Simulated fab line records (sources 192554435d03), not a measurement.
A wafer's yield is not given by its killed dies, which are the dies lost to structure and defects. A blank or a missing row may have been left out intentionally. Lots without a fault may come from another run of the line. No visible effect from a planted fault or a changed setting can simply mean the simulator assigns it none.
Chamber matching	flow n5 finfet	N5_BEOL_M9_ETCH_62 on rie diel-05 has 4 sister chambers
The step etches SOC in N2/H2, target depth 110 nm, overetch 22 nm, time 165 s. 24 wafers are shown with their chamber, then 12 later ones without.

== EACH WAFER AND ITS CHAMBER ==
wafer	chamber	drypump motor current A (A)	showerhead plenum p Torr (Torr)	throttle valve pct (%)
L074.1	1	5.8	2.61	18.05
L074.2	0	6.1	2.59	17.71
L074.4	3	5.2	2.61	17.92
L075.3	0	6.1	2.58	17.73
L075.4	2	5.1	2.70	17.72
L075.6	0	6.0	2.58	17.72
L079.1	1	5.9	2.60	18.10
L079.2	0	6.0	2.58	17.75
L079.3	3	5.1	2.60	17.94
L079.4	2	5.1	2.69	17.75
L079.5	0	6.1	2.58	17.74
L079.6	1	5.9	2.60	18.09
L080.1	3	5.2	2.60	17.94
L080.2	1	5.9	2.60	18.09
L080.3	0	6.1	2.58	17.74
L080.4	2	5.1	2.69	17.75
L080.5	3	5.2	2.60	17.94
L080.6	2	5.1	2.69	17.74
L081.2	3	5.2	2.60	17.93
L081.3	1	5.9	2.60	18.08
L081.6	3	5.1	2.60	17.94
L083.1	2	5.1	2.69	17.76
L083.2	0	6.0	2.58	17.76
L083.5	1	5.8	2.60	18.12

SIGNATURES (means of the wafers above)
reading	chamber 0	chamber 1	chamber 2	chamber 3	scatter within a chamber
drypump motor current A	6.057	5.867	5.100	5.167	0.0468
showerhead plenum p Torr	2.5814	2.6017	2.6920	2.6017	0.00408
throttle valve pct	17.7357	18.0883	17.7440	17.9350	0.0169
Rule: a wafer lies at a distance from a chamber equal to the root of the sum of squares, over the readings, of (its reading less the chamber's mean, divided by the reading's scatter). The wafer belongs to the nearest chamber; if the next one is less than 2 further off, it can't be placed. The scatter: take each reading less its chamber's mean, square it, sum over the shown wafers, divide by the number of wafers less the number of chambers, and take the root.

== WAFERS MISSING THEIR CHAMBER ==
wafer	drypump motor current A (A)	showerhead plenum p Torr (Torr)	throttle valve pct (%)
L085.1	6.1	2.58	17.76
L085.3	5.2	2.60	17.97
L085.5	5.8	2.60	18.09
L087.1	5.9	2.60	18.12
L087.4	5.2	2.60	17.97
L087.5	5.2	2.60	17.93
L088.1	5.9	2.60	18.11
L088.3	5.1	2.60	17.96
L088.6	5.9	2.60	18.12
L096.2	6.1	2.57	17.80
L096.4	5.1	2.68	17.79
L096.6	5.8	2.59	18.16

== EACH ONE'S CHAMBER ==
wafer	from the rows above	in truth
L085.1	0	0
L085.3	3	3
L085.5	1	1
L087.1	1	1
L087.4	3	3
L087.5	3	3
L088.1	1	1
L088.3	3	3
L088.6	1	1
L096.2	0	0
L096.4	2	2
L096.6	1	1
Placed correctly: 12 of 12. Not placeable from these rows: 0. Number placed wrongly: 0.
